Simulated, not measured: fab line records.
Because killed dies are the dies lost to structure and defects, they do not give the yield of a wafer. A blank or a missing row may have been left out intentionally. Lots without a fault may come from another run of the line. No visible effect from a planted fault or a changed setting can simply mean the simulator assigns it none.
8D (eight disciplines) problem report, filled in by code -- flow nand harc -- the parts of the form that need people (team, actions taken, sign-off) are left out

== 1. PROBLEM STATEMENT ==
At NHARC_A_CHANNEL_HOLE_D1_INSPECT_40, raw defect count averages 680 over 4 wafers from 2 lots, while fault-free wafers read 60, standard deviation 17. That is +36 standard deviations from the usual mean.
First observed at day 13 02:52: wafer L407.1, on defect inspect-01. Wafers with a number at this step in the record: 36, from 12 lots. The rule behind "out" and "out of limits": a value lying over 4 standard deviations away from the usual mean. The other wafers with a number count as sound.

== 2. WHAT IT IS, WHAT IT ISN'T ==
question,is,is not
which readings at this step,raw defect count,-
which lots,"L407, L409","L388, L389, L390, L392, L396, L397, L398, L404, L410, L411"
which wafers of those lots,"L407.1, L407.3, L409.2, L409.3","L407.4, L409.1"
read on which gauges,defect inspect-01,defect inspect-02
when,from day 13 02:52,"up to then (25 sound wafers); but 7 sound wafers of L409, L410, L411 came after"

== 3. WHAT RULES OUT EACH SUSPECT ==
Counting: a tool at a process step up to the reading stays a suspect if it ran every lot that is out. Sound lots after the first of them don't rule it out here, since some wafers of a struck lot are sound.
- the gauge at NHARC_A_CHANNEL_HOLE_D1_INSPECT_40 is ruled out. All the wafers that are out were read on defect inspect-01, but those of them that NHARC_END_SORT_01 has rows for are out there too, on other tools.
- har etch-01 at NHARC_A_CHANNEL_HOLE_D1_ETCH_19 (etches the open film in C4F8/O2/Ar, time 34.5 s): kept. It processed each lot that is out (first: L407, day 12 21:10); up to then, its last sound lot is L404 (day 12 07:46).
- har etch-01 at NHARC_A_CHANNEL_HOLE_D1_ETCH_23 (etches the open film in C4F8/O2/Ar, time 819 s, target depth 1600 nm): kept. It processed each lot that is out (first: L407, day 12 22:36); up to then, its last sound lot is L404 (day 12 09:19).
- har etch-01 at NHARC_A_CHANNEL_HOLE_D1_ETCH_24 (etches the open film in C4F8/O2/Ar, time 906.2 s, target depth 1500 nm): kept. It processed each lot that is out (first: L407, day 12 23:17); up to then, its last sound lot is L404 (day 12 10:02).
- Within har etch-01 at NHARC_A_CHANNEL_HOLE_D1_ETCH_19: the wafers that are out ran in chamber 0; their sound lot-mates ran in chamber 1.
- Within har etch-01 at NHARC_A_CHANNEL_HOLE_D1_ETCH_23: the wafers that are out ran in chamber 0; their sound lot-mates ran in chamber 1.
- Within har etch-01 at NHARC_A_CHANNEL_HOLE_D1_ETCH_24: the wafers that are out ran in chamber 0; their sound lot-mates ran in chamber 1.
After the count, these remain: har etch-01 at NHARC_A_CHANNEL_HOLE_D1_ETCH_19, har etch-01 at NHARC_A_CHANNEL_HOLE_D1_ETCH_23 and har etch-01 at NHARC_A_CHANNEL_HOLE_D1_ETCH_24.

== 4. THE CAUSE (what the simulator had put in) ==
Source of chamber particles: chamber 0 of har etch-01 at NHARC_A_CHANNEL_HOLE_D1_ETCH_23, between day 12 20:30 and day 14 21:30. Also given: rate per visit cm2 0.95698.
Of the 3 suspects that counting leaves, this tool is one.

== 5. SEQUENCE OF EFFECTS, ordered by route ==
Each row: a reading where the mean over the struck wafers with a number is more than 3 standard deviations away from the usual. Only readings whose record carries a usual standard deviation are examined. hours: median over the lots of the time between each lot's start at the first step of this table that gives one and its start at this step. sigmas: the change, counted in usual standard deviations.
hours,step,reading,usual,on struck wafers,change,sigmas
0,NHARC_A_CHANNEL_HOLE_D1_INSPECT_40,raw defect count,60,680,+620,+36
268,NHARC_END_SORT_01,killed at array,27,114,+87,+11
268,NHARC_END_SORT_01,killed dies,31,118,+87,+9.9

== 6. HOW IT WOULD HAVE BEEN CAUGHT EARLIER ==
In this record the first reading out of limits at a measuring or inspecting step was taken at day 13 02:52, 6 hours after the fault began at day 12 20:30.
No tool reading at NHARC_A_CHANNEL_HOLE_D1_ETCH_23 that has a usual standard deviation in the record was out on any struck wafer, so an alarm limit of 4 standard deviations on those readings would not have fired.
Of the lots that are out (2), L409 began NHARC_A_CHANNEL_HOLE_D1_ETCH_23 on har etch-01 after day 13 02:52. It would have been spared by a hold on the tool at that moment.
